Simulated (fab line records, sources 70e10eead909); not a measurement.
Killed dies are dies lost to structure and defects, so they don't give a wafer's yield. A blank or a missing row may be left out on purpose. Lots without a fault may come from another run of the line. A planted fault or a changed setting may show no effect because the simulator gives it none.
One fault seen from 3 desks | flow nand_harc | each desk has only its own numbers; what lay behind them comes last

THE DEFECT DESK
What the inspections along the route counted, lot by lot: means of the sampled wafers that have a number. A lot is out of limits, marked OUT, if its mean lies more than 4 standard deviations from the usual mean; the brackets give that distance.
Columns: A = raw_defect_count at NHARC_P_CONTACT_INSPECT_14, usual 4.3
lot  | first seen here | A
L292 | day 6 13:22     | 2.3
L298 | day 9 00:43     | 3.3
L305 | day 12 05:08    | 2.3
L306 | day 12 10:47    | 5.0
L309 | day 13 15:23    | 4.7
L313 | day 14 23:09    | 3.7
This desk's finding: nothing out of limits on any of the 6 lots.

THE TOOL OWNER'S DESK: litho_track-01
The tool's own readings at NHARC_P_CONTACT_PEB_10 (peb time 65 s): means of the sampled wafers that have a number, for each lot that ran on this tool. A lot is out of limits, marked OUT, if its mean lies more than 4 standard deviations from the usual mean; the brackets give that distance.
Columns: A = exhaust_pa at NHARC_P_CONTACT_PEB_10, usual 44.9 Pa; B = plate_temp_C at NHARC_P_CONTACT_PEB_10, usual 99.99 C
lot  | first seen here | A    | B
L292 | day 6 13:09     | 44.7 | 100.00
L305 | day 12 04:56    | 44.4 | 100.59 (+5.0) OUT
L306 | day 12 10:34    | 45.9 | 100.65 (+5.5) OUT
This desk's finding: out of limits on L305, L306; first on L305, day 12 04:56 (plate_temp_C at NHARC_P_CONTACT_PEB_10). In limits: L292.

THE METROLOGY DESK
What the gauges read, lot by lot, whatever tool the lot ran on: means of the sampled wafers that have a number. A lot is out of limits, marked OUT, if its mean lies more than 4 standard deviations from the usual mean; the brackets give that distance.
Columns: A = cd_nm at NHARC_P_CONTACT_CD_MEAS_12, usual 90.0 nm; B = overlay_x_nm at NHARC_P_CONTACT_OVL_MEAS_13, usual -0.1 nm; C = overlay_y_nm at NHARC_P_CONTACT_OVL_MEAS_13, usual -0.3 nm
lot  | first seen here | A    | B    | C
L292 | day 6 13:14     | 89.2 | 0.1  | -0.7
L298 | day 9 00:35     | 89.2 | 0.2  | -0.0
L305 | day 12 05:01    | 92.2 | 0.4  | -0.4
L306 | day 12 10:39    | 91.0 | -1.5 | 0.1
L309 | day 13 15:16    | 90.3 | -0.2 | -0.5
L313 | day 14 23:01    | 88.7 | -0.9 | 0.2
This desk's finding: nothing out of limits on any of the 6 lots.

PUT TOGETHER
The tool owner's desk could have raised an alarm at day 12 04:56, on L305, L306.
The defect desk saw nothing out of limits.
The metrology desk saw nothing out of limits.
The defect desk has L305, L306 on record, within its limits.
The metrology desk has L305, L306 on record, within its limits.
Of the lots named, all ran NHARC_P_CONTACT_PEB_10 on litho_track-01.

WHAT THE SIMULATOR HAD PUT IN
Process parameter drift: litho_track-01, from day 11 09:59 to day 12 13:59, at NHARC_P_CONTACT_PEB_10. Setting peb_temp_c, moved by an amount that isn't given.
Lots struck among those shown: L305, L306.
Hours from the fault's start to each desk's first reading out of limits: the tool owner's desk, 19.
